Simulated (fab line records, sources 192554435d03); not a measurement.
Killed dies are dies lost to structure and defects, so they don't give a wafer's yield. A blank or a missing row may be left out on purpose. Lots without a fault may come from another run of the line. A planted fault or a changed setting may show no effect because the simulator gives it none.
fab line records | flow n5_finfet
record lots=9 wafers=27 last_day=18
route steps=1938 shown BEOL_M3@1012 BEOL_M4@1024 PASSIVATION@1936
lots that met no fault: from a run of the same line without faults
start_h: hours from the record's first day to the start of the lot's first wafer shown | wait_h: hours since the lot's step before | " the same as in the row above | L1.1+2: a row that stands for several wafers | - no value, or no start given | * or withheld: withheld | < > ~ a bound
route shown NAME@n: a module of which the file shows steps, and the number in the route of the first | usual: mean/standard deviation of fault-free wafers | same: alike in all rows | chamber/n: place in a boat | sites: the reading at each site | _std_site: their standard deviation | _edge_site: outer sites' mean less inner sites' | radius_mm: how far each site lies from the wafer's centre | mask NAME#n: copy n | behind: the tool/chamber that last shaped the wafer | hold: why the lot was held/for how many hours/how that ended | device: the transistor (n, p or np) that didn't switch | end of line: the same wafers' tests at the end of the route | a step without rows: its recipe alone | killed: dies lost to structure and defects at the first sort, not the wafer's yield | map: a wafer's dies, x killed, . not, _ none there
set.NAME: the setting as run; set.NAME@STEP: as run at that earlier step | model.NAME: the simulator's own value behind a step, which no gauge read
steps of the route over a sample of lots; a table a step, a row a wafer
services: from which hour (start_h, from the record's first day; less than 0 if before it) a tool's chamber was out of use, for how many hours, and why
## steps
# step N5_BEOL_M3_ANNEAL_51
# recipe temp_c=225 time_s=90 ambient=N2
# usual wafer_temp_C_max=226.4/0.39
# columns lot.wafer tool chamber start_h wait_h wafer_temp_C_max
L786.4 rtp_anneal-02 0 165.53 0.2 226.4
L786.5 " 0 " " 226.2
L786.6 " 0 " " 226.0
L789.1 rtp_anneal-01 0 171.63 0.1 226.8
L789.4 " 0 " " 226.8
L789.6 " 0 " " 226.6
L790.1 rtp_anneal-01 0 181.49 0.1 226.7
L790.3 " 0 " " 227.5
L790.6 " 0 " " 226.5
L792.2 rtp_anneal-02 0 192.76 0.2 226.2
L792.3 " 0 " " 225.8
L792.5 " 0 " " 226.1
L795.2 rtp_anneal-02 0 214.85 0.1 225.6
L795.3 " 0 " " 226.1
L795.6 " 0 " " 226.0
L801.2 rtp_anneal-01 0 247.48 0.1 227.1
L801.3 " 0 " " 226.2
L801.5 " 0 " " 226.7
L802.2 rtp_anneal-01 0 255.38 0.1 226.4
L802.3 " 0 " " 226.8
L802.6 " 0 " " 226.4
L803.1 rtp_anneal-02 0 258.78 0.1 225.9
L803.2 " 0 " " 226.2
L803.3 " 0 " " 225.9
L808.3 rtp_anneal-02 0 301.56 0.2 226.2
L808.5 " 0 " " 226.3
L808.6 " 0 " " 226.1
# step N5_BEOL_M3_PRE_CLEAN_60
# recipe gas=NH3/H2 time_s=15 temp_c=* rf_power_w=300
# usual heater_power_w=90/32
# columns lot.wafer tool chamber start_h wait_h heater_power_w
L786.4 cvd_co-01 2 166.06 0.1 44
L786.5 " 1 " " 105
L786.6 " 0 " " 102
L789.1 cvd_co-02 2 172.27 0.0 54
L789.4 " 0 " " 84
L789.6 " 1 " " 140
L790.1 cvd_co-01 0 182.12 0.0 103
L790.3 " 1 " " 103
L790.6 " 1 " " 104
L792.2 cvd_co-01 1 193.34 0.0 103
L792.3 " 0 " " 102
L792.5 " 1 " " 106
L795.2 cvd_co-01 0 215.44 0.0 102
L795.3 " 2 " " 43
L795.6 " 1 " " 102
L801.2 cvd_co-02 2 248.07 0.0 57
L801.3 " 1 " " 143
L801.5 " 2 " " 58
L802.2 cvd_co-01 2 255.96 0.0 44
L802.3 " 0 " " 100
L802.6 " 0 " " 102
L803.1 cvd_co-01 1 259.41 0.0 106
L803.2 " 2 " " 45
L803.3 " 0 " " 103
L808.3 cvd_co-02 0 302.30 0.2 81
L808.5 " 0 " " 85
L808.6 " 1 " " 143
# step N5_BEOL_M4_HM_DEP_02
# recipe material=TiN target_thk_a=200 temp_c=25 chamber_pressure_pa=0.49996
# usual throttle_valve_pct=30.2/1
# columns lot.wafer tool chamber start_h wait_h throttle_valve_pct
L786.4 pvd_sputter-02 - 168.31 1.8 31.5
L786.5 " - " " 31.1
L786.6 " - " " 30.9
L789.1 pvd_sputter-02 - 174.71 2.0 27.7
L789.4 " - " " 31.2
L789.6 " - " " 27.8
L790.1 pvd_sputter-02 - 183.37 0.8 27.6
L790.3 " - " " 31.3
L790.6 " - " " 27.9
L792.2 pvd_sputter-03 - 194.72 1.0 30.3
L792.3 " - " " 29.9
L792.5 " - " " 29.9
L795.2 pvd_sputter-01 - 216.56 0.7 31.4
L795.3 " - " " 30.0
L795.6 " - " " 28.6
L801.2 pvd_sputter-01 - 249.16 0.7 30.7
L801.3 " - " " 28.7
L801.5 " - " " 28.6
L802.2 pvd_sputter-01 - 258.91 2.5 28.6
L802.3 " - " " 29.9
L802.6 " - " " 31.4
L803.1 pvd_sputter-01 - 260.75 0.9 28.7
L803.2 " - " " 31.0
L803.3 " - " " 30.1
L808.3 pvd_sputter-03 - 302.92 0.2 29.8
L808.5 " - " " 29.8
L808.6 " - " " 30.5
# step N5_BEOL_M4_INSPECT_13
# recipe mode=adi inspect_instrument=brightfield
# usual raw_defect_count=384/92
# columns lot.wafer tool chamber start_h wait_h raw_defect_count
L786.4 defect_inspect-02 - 168.80 0.0 362
L786.5 " - " " 364
L786.6 " - " " 245
L789.1 defect_inspect-01 - 175.32 0.1 357
L789.4 " - " " 388
L789.6 " - " " 402
L790.1 defect_inspect-01 - 183.85 0.1 559
L790.3 " - " " 477
L790.6 " - " " 407
L792.2 defect_inspect-01 - 195.21 0.0 355
L792.3 " - " " 296
L792.5 " - " " 340
L795.2 defect_inspect-01 - 217.17 0.0 321
L795.3 " - " " 264
L795.6 " - " " 192
L801.2 defect_inspect-02 - 249.86 0.3 614
L801.3 " - " " 470
L801.5 " - " " 417
L802.2 defect_inspect-02 - 259.51 0.0 1298
L802.3 " - " " 1182
L802.6 " - " " 1269
L803.1 defect_inspect-02 - 261.23 0.1 1215
L803.2 " - " " 1369
L803.3 " - " " 1293
L808.3 defect_inspect-01 - 303.53 0.0 334
L808.5 " - " " 383
L808.6 " - " " 366
# step N5_BEOL_M4_ETCH_63
# recipe chemistry=CF4 target=SiARC target_depth_a=156 mask_material=CAR-EUV time_s=26 ion_energy_ev=80 pressure_mtorr=40 source_w=545 bias_w=36 Ar_flow_sccm=100 cf4_flow_sccm=100 ends=cleared
# usual drypump_motor_current_A=5.8/0.63 etch_rf_on_time_s=26.0/0.73 oes_product_au=0.67/0.067 rf_vpp_V=183.7/1.1 showerhead_plenum_p_Torr=2.11/0.065 throttle_valve_pct=15.54/0.3
# columns lot.wafer tool chamber start_h wait_h drypump_motor_current_A etch_rf_on_time_s oes_product_au rf_hours_counter_h rf_vpp_V showerhead_plenum_p_Torr throttle_valve_pct
L786.4 rie_diel-06 2 168.89 0.0 6.2 25.8 0.78 - 182.0 2.11 15.54
L786.5 " 3 " " 6.5 26.7 0.62 - 184.6 2.21 15.74
L786.6 " 0 " " 4.9 25.4 0.61 - 182.8 2.03 16.01
L789.1 rie_diel-05 2 175.99 0.0 6.6 25.9 0.61 203 183.1 2.12 15.73
L789.4 " 0 " " 6.0 25.9 0.66 - 184.2 2.06 15.45
L789.6 " 2 " " 6.6 26.1 0.61 - 184.2 2.12 15.73
L790.1 rie_diel-05 3 184.00 0.0 4.9 27.5 0.69 44 183.8 2.09 15.07
L790.3 " 0 " " 6.0 26.2 0.66 134 183.3 2.05 15.44
L790.6 " 0 " " 5.9 25.9 0.66 - 184.4 2.05 15.45
L792.2 rie_diel-05 3 195.43 0.0 4.9 27.4 0.69 49 182.0 2.09 15.09
L792.3 " 0 " " 6.0 26.3 0.65 139 184.2 2.05 15.46
L792.5 " 3 " " 4.9 27.5 0.69 - 182.5 2.09 15.11
L795.2 rie_diel-05 0 217.26 0.0 6.0 26.1 0.64 146 183.4 2.05 15.48
L795.3 " 3 " " 4.9 27.5 0.68 57 183.6 2.09 15.12
L795.6 " 3 " " 4.9 27.6 0.69 - 184.2 2.09 15.12
L801.2 rie_diel-06 0 250.23 0.0 4.9 25.3 0.59 237 182.8 2.03 16.08
L801.3 " 3 " " 6.4 27.0 0.60 207 183.1 2.20 15.81
L801.5 " 1 " " 5.9 25.8 0.78 - 184.6 2.27 15.25
L802.2 rie_diel-05 2 259.60 0.0 6.6 25.9 0.59 234 183.1 2.11 15.78
L802.3 " 3 " " 4.9 27.1 0.67 71 183.0 2.08 15.14
L802.6 " 3 " " 4.9 27.3 0.67 - 184.0 2.08 15.15
L803.1 rie_diel-02 2 261.31 0.0 6.3 25.6 0.66 121 184.6 2.08 15.69
L803.2 " 1 " " 5.5 25.7 0.71 66 184.2 2.09 15.18
L803.3 " 0 " " 5.0 25.4 0.71 77 184.8 2.08 15.41
L808.3 rie_diel-02 3 303.62 0.0 6.0 25.4 0.81 10 182.4 2.11 15.49
L808.5 " 2 " " 6.3 25.5 0.64 - 182.2 2.07 15.73
L808.6 " 3 " " 6.0 25.2 0.81 - 183.5 2.11 15.48
# step N5_BEOL_M4_RC_MEAS_101
# usual DIBL_N=35.9/1.7 DIBL_P=36.0/2.2 IOFF_N=0.16/0.031 IOFF_P=0.21/0.039 ION_N=678/13 ION_P=464/8.8 SS_N=71.5/0.61 SS_P=73.2/0.68 VT_N=249/3.3 VT_P=-250/3.8
# columns lot.wafer tool chamber start_h wait_h DIBL_N[mV/V] DIBL_P[mV/V] IOFF_N[nA/um] IOFF_P[nA/um] ION_N[uA/um] ION_P[uA/um] SS_N[mV/dec] SS_P[mV/dec] VT_N[mV] VT_P[mV]
L786.4 prober-01 0 175.67 0.5 38.4 37.7 0.21 0.26 695 470 71.6 73.7 243 -247
L786.5 " 0 " " 39.0 39.2 0.23 0.27 705 480 72.3 74.5 245 -246
L786.6 " 0 " " 37.1 36.2 0.19 0.24 686 473 71.4 73.2 244 -247
L789.1 prober-01 0 193.34 0.0 31.6 31.5 0.09 0.13 641 450 70.2 72.0 258 -260
L789.4 " 0 " " 33.5 34.6 0.11 0.15 664 455 70.5 72.4 256 -257
L789.6 " 0 " " 37.1 38.8 0.17 0.21 676 457 71.3 73.5 250 -254
L790.1 prober-02 0 195.36 0.0 35.2 35.9 0.15 0.19 670 463 70.7 72.6 247 -254
L790.3 " 0 " " 35.0 35.4 0.14 0.18 681 463 71.9 72.4 248 -254
L790.6 " 0 " " 36.0 36.1 0.15 0.19 679 463 71.8 73.2 250 -250
L792.2 prober-01 0 208.97 0.2 34.3 35.4 0.15 0.19 688 478 71.3 73.7 247 -252
L792.3 " 0 " " 37.9 38.9 0.21 0.26 702 479 72.8 74.1 243 -248
L792.5 " 0 " " 34.6 34.2 0.14 0.18 678 462 71.8 72.8 249 -253
L795.2 prober-01 0 226.65 0.2 34.1 34.7 0.13 0.17 665 454 71.1 72.4 252 -252
L795.3 " 0 " " 36.3 36.6 0.16 0.19 679 457 71.4 72.9 248 -251
L795.6 " 0 " " 34.5 34.4 0.13 0.16 664 451 71.0 72.5 251 -254
L801.2 prober-02 0 258.04 0.2 33.4 31.9 0.11 0.15 670 459 70.5 72.1 253 -255
L801.3 " 0 " " 37.4 36.7 0.17 0.22 683 471 72.4 73.4 249 -250
L801.5 " 0 " " 36.6 35.8 0.16 0.20 681 467 71.8 72.9 250 -251
L802.2 prober-02 0 265.27 0.2 33.7 34.6 0.12 0.17 669 457 71.3 72.6 255 -252
L802.3 " 0 " " 34.4 35.5 0.14 0.18 670 460 71.1 73.0 251 -252
L802.6 " 0 " " 34.8 36.7 0.15 0.20 674 462 71.3 72.9 251 -252
L803.1 prober-01 0 272.00 0.0 33.5 31.6 0.12 0.15 665 452 70.6 72.5 253 -253
L803.2 " 0 " " 36.7 36.6 0.17 0.22 682 463 71.1 73.5 249 -248
L803.3 " 0 " " 35.2 34.2 0.14 0.18 675 460 70.9 73.2 249 -250
L808.3 prober-02 0 314.06 0.3 34.9 33.1 0.13 0.17 681 462 71.8 73.0 251 -252
L808.5 " 0 " " 38.4 38.7 0.20 0.25 688 463 72.1 73.7 245 -249
L808.6 " 0 " " 34.8 33.7 0.13 0.17 690 465 70.8 72.6 250 -254
# step N5_PASSIVATION_PROBE_49
# usual defect_limited_yield=90.9/1.5 killed_at_M0_to_M3=36/10 killed_at_M4_up=13/5.5 killed_at_contacts=12/5.6 killed_at_front_end=42/12 killed_at_other=4/3.2 killed_dies=108/18 killed_open=71/13 killed_short=34/7.8 sort_bin_5_function=5.4/1 sort_bin_6_memory=3.4/0.68 sort_n_pass=1072/18 sort_yield_pct=90.9/1.5
# same gross_dies=1180 killed_at_back_side=0 sort_bin_4_leakage[%]=0 sort_bin_8_speed[%]=0
# columns lot.wafer tool chamber start_h wait_h defect_limited_yield[%] killed_at_M0_to_M3 killed_at_M4_up killed_at_contacts killed_at_front_end killed_at_other killed_dies killed_open killed_short sort_bin_5_function[%] sort_bin_6_memory[%] sort_n_pass sort_yield_pct[%]
L786.4 prober-02 - 276.08 0.2 90.3 34 10 3 63 4 114 84 27 6.3 3.1 1066 90.3
L786.5 prober-02 - 276.13 0.2 88.9 44 11 11 65 0 131 92 35 6.4 4.0 1049 88.9
L786.6 prober-02 - 276.18 0.3 91.3 44 9 2 47 1 103 71 32 5.3 3.2 1077 91.3
L789.1 prober-02 - 289.16 0.0 91.7 22 16 7 44 9 98 70 25 5.0 3.2 1082 91.7
L789.4 prober-02 - 289.31 0.2 90.6 18 17 3 69 4 111 69 34 5.2 3.1 1069 90.6
L789.6 prober-02 - 289.41 0.3 93.1 14 14 2 49 3 82 49 23 4.1 2.0 1098 93.1
L790.1 prober-01 - 289.78 0.0 91.9 30 16 18 28 3 95 69 25 4.7 3.2 1085 91.9
L790.3 prober-01 - 289.88 0.1 89.5 56 1 5 58 4 124 77 39 6.4 3.0 1056 89.5
L790.6 prober-01 - 290.03 0.3 91.3 44 6 4 42 7 103 70 26 5.3 2.5 1077 91.3
L792.2 prober-01 - 313.49 0.1 89.6 36 28 13 46 0 123 79 41 5.1 4.7 1057 89.6
L792.3 prober-01 - 313.54 0.1 88.2 46 23 17 52 1 139 94 44 7.2 4.4 1041 88.2
L792.5 prober-01 - 313.64 0.2 91.8 39 18 12 28 0 97 62 30 4.9 2.7 1083 91.8
L795.2 prober-02 - 340.54 0.1 92.0 41 16 8 19 10 94 65 29 4.7 3.0 1086 92.0
L795.3 prober-02 - 340.59 0.1 91.0 42 11 10 39 4 106 82 24 6.1 2.7 1074 91.0
L795.6 prober-02 - 340.74 0.3 92.4 39 12 8 29 2 90 61 28 4.8 2.5 1090 92.4
L801.2 prober-01 - 373.46 0.1 89.2 45 14 19 47 2 127 75 48 5.7 4.6 1053 89.2
L801.3 prober-01 - 373.51 0.1 93.1 41 7 14 19 0 81 52 26 3.9 2.6 1099 93.1
L801.5 prober-01 - 373.61 0.2 91.6 48 9 6 29 7 99 55 41 5.1 2.9 1081 91.6
L802.2 prober-02 - 380.91 0.1 78.8 49 151 12 25 13 250 74 38 13.7 4.6 930 78.8
L802.3 prober-02 - 380.96 0.1 80.7 36 126 17 41 8 228 85 36 11.9 4.3 952 80.7
L802.6 prober-02 - 381.11 0.3 80.8 41 133 10 37 5 226 77 25 11.9 4.6 954 80.8
L803.1 prober-01 - 400.90 0.0 80.3 25 161 5 34 7 232 58 28 12.1 4.2 948 80.3
L803.2 prober-01 - 400.95 0.1 80.4 26 150 9 45 1 231 55 26 11.1 4.4 949 80.4
L803.3 prober-01 - 401.00 0.1 84.5 29 120 6 25 3 183 49 20 9.8 2.9 997 84.5
L808.3 prober-01 - 440.56 0.1 89.2 33 17 14 55 8 127 84 41 5.8 4.7 1053 89.2
L808.5 prober-01 - 440.66 0.2 91.3 34 7 18 35 9 103 61 42 5.0 3.3 1077 91.3
L808.6 prober-01 - 440.71 0.3 92.0 15 14 17 45 3 94 61 32 4.8 2.6 1086 92.0
# killed by level:class
L786.4 STI_FIN_REVEAL:geometric_particle:open=26 FIN_SAQP:geometric_particle:short=10 FIN_SAQP:geometric_particle:open=9 BEOL_M3:geometric_particle:open=9 BEOL_M4:geometric_particle:open=7 BEOL_M2:geometric_particle:open=7 BEOL_M0_SAQP:geometric_particle:open=5 GATE_CUT:geometric_particle:short=4
L786.5 STI_FIN_REVEAL:geometric_particle:open=31 BEOL_M0_SAQP:geometric_particle:short=12 BEOL_M0_SAQP:geometric_particle:open=11 MOL_CONTACT_COAG:geometric_particle:open=10 BEOL_M3:geometric_particle:open=9 FIN_SAQP:geometric_particle:open=8 FIN_SAQP:geometric_particle:short=7 STI_FIN_REVEAL:geometric_particle:short=6
L786.6 STI_FIN_REVEAL:geometric_particle:open=19 BEOL_M1:geometric_particle:open=13 BEOL_M0_SAQP:geometric_particle:open=8 FIN_SAQP:geometric_particle:open=6 STI_FIN_REVEAL:geometric_particle:short=6 BEOL_M0_SAQP:geometric_particle:short=6 BEOL_M2:geometric_particle:open=5 FIN_SAQP:geometric_particle:short=4
L789.1 FIN_SAQP:geometric_particle:open=17 FIN_SAQP:geometric_particle:short=10 DUMMY_GATE:geometric_particle:open=6 MOL_CONTACT_COAG:geometric_particle:open=6 BEOL_M1:geometric_particle:open=6 BEOL_M2:geometric_particle:open=5 BEOL_M5:geometric_particle:open=5 BEOL_M4:geometric_particle:open=4
L789.4 FIN_SAQP:geometric_particle:open=21 HKMG_FIN:area_etch=8 BEOL_M4:geometric_particle:open=7 FIN_SAQP:geometric_particle:short=7 STI_FIN_REVEAL:geometric_particle:open=7 BEOL_M0_SAQP:geometric_particle:open=6 BEOL_M0_SAQP:geometric_particle:short=5 STARTING-WAFER:geometric_particle:open=5
L789.6 HKMG_FIN:area_etch=8 STI_FIN_REVEAL:geometric_particle:open=6 FIN_SAQP:geometric_particle:short=5 FIN_SAQP:geometric_particle:open=4 SPACER0:geometric_particle:short=4 BEOL_M1:geometric_particle:open=4 STI_FIN_REVEAL:geometric_particle:short=3 DUMMY_GATE:geometric_particle:open=3
L790.1 MOL_CONTACT_COAG:geometric_particle:open=17 BEOL_M2:geometric_particle:open=7 FIN_SAQP:geometric_particle:open=6 BEOL_M0_SAQP:geometric_particle:short=6 BEOL_M0_SAQP:geometric_particle:open=6 BEOL_M1:geometric_particle:open=6 DUMMY_GATE:geometric_particle:open=4 STARTING-WAFER:geometric_particle:open=4
L790.3 FIN_SAQP:geometric_particle:open=19 BEOL_M2:geometric_particle:open=18 FIN_SAQP:geometric_particle:short=9 BEOL_M0_SAQP:geometric_particle:short=9 BEOL_M0_SAQP:geometric_particle:open=8 BEOL_M1:geometric_particle:open=8 HKMG_FIN:area_etch=8 STI_FIN_REVEAL:geometric_particle:open=4
L790.6 BEOL_M2:geometric_particle:open=13 FIN_SAQP:geometric_particle:open=9 STI_FIN_REVEAL:geometric_particle:open=9 BEOL_M0:geometric_particle:open=9 HKMG_FIN:area_etch=7 BEOL_M0_SAQP:geometric_particle:open=6 BEOL_M0_SAQP:geometric_particle:short=5 BEOL_M5:geometric_particle:open=4
L792.2 STI_FIN_REVEAL:geometric_particle:open=16 BEOL_M4:geometric_particle:open=16 MOL_CONTACT_COAG:geometric_particle:open=10 BEOL_M0_SAQP:geometric_particle:short=9 BEOL_M0_SAQP:geometric_particle:open=6 BEOL_M1:geometric_particle:open=6 BEOL_M3:geometric_particle:open=6 FIN_SAQP:geometric_particle:short=5
L792.3 BEOL_M0_SAQP:geometric_particle:short=16 MOL_CONTACT_COAG:geometric_particle:open=15 STI_FIN_REVEAL:geometric_particle:open=14 BEOL_M0_SAQP:geometric_particle:open=11 BEOL_M4:geometric_particle:open=9 GATE_CUT:geometric_particle:short=8 BEOL_M2:geometric_particle:open=7 FIN_SAQP:geometric_particle:open=6
L792.5 BEOL_M0_SAQP:geometric_particle:short=12 MOL_CONTACT_COAG:geometric_particle:open=9 BEOL_M4:geometric_particle:open=9 BEOL_M0_SAQP:geometric_particle:open=8 BEOL_M2:geometric_particle:open=7 BEOL_M3:geometric_particle:open=6 FIN_SAQP:geometric_particle:short=5 GATE_CUT:geometric_particle:open=5
L795.2 BEOL_M2:geometric_particle:open=9 BEOL_M1:geometric_particle:open=9 BEOL_M3:geometric_particle:open=8 MOL_CONTACT_COAG:geometric_particle:open=7 BEOL_M4:geometric_particle:open=7 BEOL_M1:geometric_particle:short=5 FIN_SAQP:geometric_particle:open=4 BEOL_M2:geometric_particle:short=4
L795.3 BEOL_M2:geometric_particle:open=24 STI_FIN_REVEAL:geometric_particle:open=12 MOL_CONTACT_COAG:geometric_particle:open=8 GATE_CUT:geometric_particle:short=6 BEOL_M0_SAQP:geometric_particle:open=6 BEOL_M4:geometric_particle:open=5 BEOL_M1:geometric_particle:open=4 STARTING-WAFER:geometric_particle:open=4
L795.6 BEOL_M1:geometric_particle:open=10 BEOL_M2:geometric_particle:open=10 FIN_SAQP:geometric_particle:open=6 MOL_CONTACT_COAG:geometric_particle:open=6 BEOL_M0_SAQP:geometric_particle:short=5 BEOL_M3:geometric_particle:open=5 BEOL_M8:geometric_particle:open=5 STARTING-WAFER:geometric_particle:short=5
L801.2 FIN_SAQP:geometric_particle:open=15 BEOL_M0_SAQP:geometric_particle:open=15 BEOL_M0_SAQP:geometric_particle:short=12 MOL_CONTACT_COAG:geometric_particle:open=12 MOL_CONTACT_COAG:geometric_particle:short=7 BEOL_M3:geometric_particle:short=7 BEOL_M4:geometric_particle:open=7 STI_FIN_REVEAL:geometric_particle:open=6
L801.3 BEOL_M0_SAQP:geometric_particle:short=14 BEOL_M2:geometric_particle:open=12 MOL_CONTACT_COAG:geometric_particle:open=10 BEOL_M0_SAQP:geometric_particle:open=10 MOL_CONTACT_COAG:geometric_particle:short=4 STARTING-WAFER:geometric_particle:open=4 BEOL_M4:geometric_particle:open=4 GATE_CUT:geometric_particle:short=3
L801.5 BEOL_M0_SAQP:geometric_particle:open=16 BEOL_M0_SAQP:geometric_particle:short=8 FIN_SAQP:geometric_particle:open=5 DUMMY_GATE:geometric_particle:open=5 BEOL_M1:geometric_particle:open=5 BEOL_M3:geometric_particle:open=5 MOL_CONTACT_COAG:geometric_particle:open=4 BEOL_M0:geometric_particle:short=4
L802.2 BEOL_M4:unspecified=138 BEOL_M3:geometric_particle:open=16 BEOL_M0_SAQP:geometric_particle:short=13 BEOL_M0_SAQP:geometric_particle:open=10 STI_FIN_REVEAL:geometric_particle:open=9 MOL_CONTACT_COAG:geometric_particle:open=9 DUMMY_GATE:geometric_particle:open=6 BEOL_M1:geometric_particle:open=5
L802.3 BEOL_M4:unspecified=105 STI_FIN_REVEAL:geometric_particle:open=24 MOL_CONTACT_COAG:geometric_particle:open=12 BEOL_M4:geometric_particle:open=9 BEOL_M0_SAQP:geometric_particle:short=8 BEOL_M0_SAQP:geometric_particle:open=7 BEOL_M3:geometric_particle:open=7 MOL_CONTACT_COAG:geometric_particle:short=5
L802.6 BEOL_M4:unspecified=124 STI_FIN_REVEAL:geometric_particle:open=22 BEOL_M0_SAQP:geometric_particle:short=10 MOL_CONTACT_COAG:geometric_particle:open=9 BEOL_M0_SAQP:geometric_particle:open=8 BEOL_M3:geometric_particle:open=8 BEOL_M2:geometric_particle:open=5 BEOL_M0:geometric_particle:open=4
L803.1 BEOL_M4:unspecified=144 STI_FIN_REVEAL:geometric_particle:open=11 BEOL_M1:geometric_particle:open=11 GATE_CUT:geometric_particle:short=6 BEOL_M4:geometric_particle:open=6 BEOL_M3:geometric_particle:open=6 FIN_SAQP:geometric_particle:open=4 MOL_CONTACT_COAG:geometric_particle:open=4
L803.2 BEOL_M4:unspecified=138 HKMG_FIN:area_etch=9 MOL_CONTACT_COAG:geometric_particle:open=8 FIN_SAQP:geometric_particle:short=7 BEOL_M0_SAQP:geometric_particle:open=7 STI_FIN_REVEAL:geometric_particle:open=6 FIN_SAQP:geometric_particle:open=5 BEOL_M1:geometric_particle:open=5
L803.3 BEOL_M4:unspecified=113 BEOL_M3:geometric_particle:open=10 MOL_CONTACT_COAG:geometric_particle:open=6 BEOL_M0_SAQP:geometric_particle:open=6 STI_FIN_REVEAL:geometric_particle:open=5 BEOL_M0_SAQP:geometric_particle:short=5 FIN_SAQP:geometric_particle:short=3 FIN_SAQP:geometric_particle:open=3
L808.3 FIN_SAQP:geometric_particle:open=13 FIN_SAQP:geometric_particle:short=10 BEOL_M3:geometric_particle:open=10 BEOL_M0_SAQP:geometric_particle:open=10 STI_FIN_REVEAL:geometric_particle:open=9 MOL_CONTACT_COAG:geometric_particle:open=9 BEOL_M4:geometric_particle:open=7 MOL_CONTACT_COAG:geometric_particle:short=5
L808.5 MOL_CONTACT_COAG:geometric_particle:open=13 BEOL_M0_SAQP:geometric_particle:short=13 BEOL_M0_SAQP:geometric_particle:open=8 FIN_SAQP:geometric_particle:short=7 STI_FIN_REVEAL:geometric_particle:open=7 FIN_SAQP:geometric_particle:open=6 BEOL_M4:geometric_particle:open=5 MOL_CONTACT_COAG:geometric_particle:short=5
L808.6 STI_FIN_REVEAL:geometric_particle:open=14 MOL_CONTACT_COAG:geometric_particle:open=14 BEOL_M4:geometric_particle:open=6 FIN_SAQP:geometric_particle:short=5 FIN_SAQP:geometric_particle:open=5 BEOL_M1:geometric_particle:short=5 DUMMY_GATE:geometric_particle:open=4 ILD0:geometric_particle:open=4
## services
# columns tool chamber start_h hours kind
cvd_co-02 - 145.64 0.6 repair
rie_diel-06 1 151.02 - clean
rie_diel-06 1 151.02 - consumable_replace:focus_ring
rie_diel-06 1 151.02 - consumable_replace:showerhead
rie_diel-06 1 151.02 25.5 scheduled_down
rie_diel-06 1 151.02 25.5 vent_cycle
rie_diel-05 1 162.15 36.3 repair
rie_diel-06 2 197.89 1.5 repair
rie_diel-02 1 198.27 1.6 repair
rie_diel-06 0 220.63 6.6 repair
rie_diel-02 - 229.71 0.5 repair
cvd_co-01 2 231.54 18.0 repair
rie_diel-05 0 258.19 9.4 repair
rie_diel-02 3 259.59 - clean
rie_diel-02 3 259.59 - consumable_replace:focus_ring
rie_diel-02 3 259.59 11.6 scheduled_down
rie_diel-02 3 259.59 11.6 vent_cycle
rie_diel-02 0 264.49 9.9 repair
cvd_co-01 2 272.90 5.4 repair
cvd_co-02 - 276.61 2.8 pm
pvd_sputter-02 - 279.52 3.8 repair
rie_diel-06 0 287.32 - clean
rie_diel-06 0 287.32 - consumable_replace:focus_ring
rie_diel-06 0 287.32 - consumable_replace:showerhead
## key
first_sign step=N5_BEOL_M4_INSPECT_13 reading=raw_defect_count direction=up sigmas=9.6 usual=384 struck=1271
effect step=N5_PASSIVATION_PROBE_49 reading=killed_at_M4_up direction=up sigmas=23 usual=13 struck=140
more_kills_born_at N5_BEOL_M4_HM_DEP_02@pvd_sputter-01=762
met_at N5_BEOL_M4_HM_DEP_02
struck_lots L802,L803
not_acting_at N5_BEOL_M3_ANNEAL_51,N5_BEOL_M3_PRE_CLEAN_60,N5_BEOL_M4_ETCH_63
onset_between 249.16 258.91
fault kind=chamber_particle_source tool=pvd_sputter-01 chamber=- onset_h=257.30 steps=N5_BEOL_M4_HM_DEP_02 rate_per_visit_cm2=1.2701 end_h=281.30
